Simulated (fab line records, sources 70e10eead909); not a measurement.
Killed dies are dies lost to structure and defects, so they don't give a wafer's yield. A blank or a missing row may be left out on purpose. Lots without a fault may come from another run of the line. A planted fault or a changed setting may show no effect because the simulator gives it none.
Chamber matching | flow nand_harc | NHARC_A_CONTACT_ETCH_48 on rie_diel-04: 4 sister chambers
The step etches the open film in CF4, target depth 39 nm, time 65 s. 14 wafers are shown with their chamber, then 7 later ones without.

WAFERS WITH THEIR CHAMBER
wafer  | chamber | oes_product_au (a.u.) | showerhead_plenum_p_Torr (Torr) | rf_vpp_V (V)
L075.3 | 3       | 1.018                 | 1.65                            | 150.4
L075.5 | 3       | 1.034                 | 1.65                            | 150.9
L075.6 | 2       | 1.005                 | 1.75                            | 152.1
L080.1 | 3       | 0.994                 | 1.91                            | 153.2
L080.3 | 0       | 0.989                 | 1.89                            | 152.4
L080.5 | 1       | 0.974                 | 1.87                            | 152.3
L081.1 | 3       | 0.992                 | 1.91                            | 152.8
L081.2 | 0       | 0.989                 | 1.89                            | 153.0
L081.3 | 1       | 0.981                 | 1.87                            | 151.3
L082.1 | 3       | 0.982                 | 1.91                            | 151.8
L082.3 | 0       | 0.985                 | 1.89                            | 153.4
L082.5 | 3       | 0.994                 | 1.91                            | 152.6
L087.1 | 3       | 0.998                 | 1.90                            | 153.0
L087.2 | 1       | 0.976                 | 1.87                            | 152.0

SIGNATURES (means of the wafers above)
reading                  | chamber 0 | chamber 1 | chamber 2 | chamber 3 | scatter within a chamber
oes_product_au           | 0.98767   | 0.97700   | 1.00500   | 1.00171   | 0.014
showerhead_plenum_p_Torr | 1.8900    | 1.8700    | 1.7500    | 1.8343    | 0.0976
rf_vpp_V                 | 152.933   | 151.867   | 152.100   | 152.100   | 0.906
Rule: a wafer's distance from a chamber is the root of the sum, over the readings, of the square of ((its reading less the chamber's mean) divided by the reading's scatter). The wafer belongs to the nearest chamber; if the next one is less than 2 further off, it can't be placed. The scatter: the root of (the sum of the squares of (reading less its chamber's mean) over the shown wafers, divided by (wafers less chambers)).

WAFERS WITHOUT THEIR CHAMBER
wafer  | oes_product_au (a.u.) | showerhead_plenum_p_Torr (Torr) | rf_vpp_V (V)
L087.4 | 1.001                 | 1.88                            | 151.4
L089.2 | 0.993                 | 1.74                            | 149.9
L089.3 | 0.997                 | 1.88                            | 151.5
L089.6 | 0.976                 | 1.87                            | 151.6
L092.1 | 0.984                 | 1.90                            | 153.5
L092.2 | 0.993                 | 1.73                            | 149.9
L092.5 | 0.995                 | 1.74                            | 150.2

WHICH CHAMBER EACH WENT THROUGH
wafer  | from the rows above               | in truth
L087.4 | can't be placed: 3 or 2 or 1 or 0 | 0
L089.2 | can't be placed: 2 or 3 or 1 or 0 | 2
L089.3 | can't be placed: 3 or 1 or 2 or 0 | 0
L089.6 | can't be placed: 1 or 0 or 3      | 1
L092.1 | can't be placed: 0 or 1 or 3 or 2 | 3
L092.2 | can't be placed: 2 or 3 or 1 or 0 | 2
L092.5 | can't be placed: 2 or 3 or 1 or 0 | 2
Placed correctly: 0 of 7. Can't be placed from these rows: 7 (the true chamber is among the candidates in 7). Placed wrongly: 0.
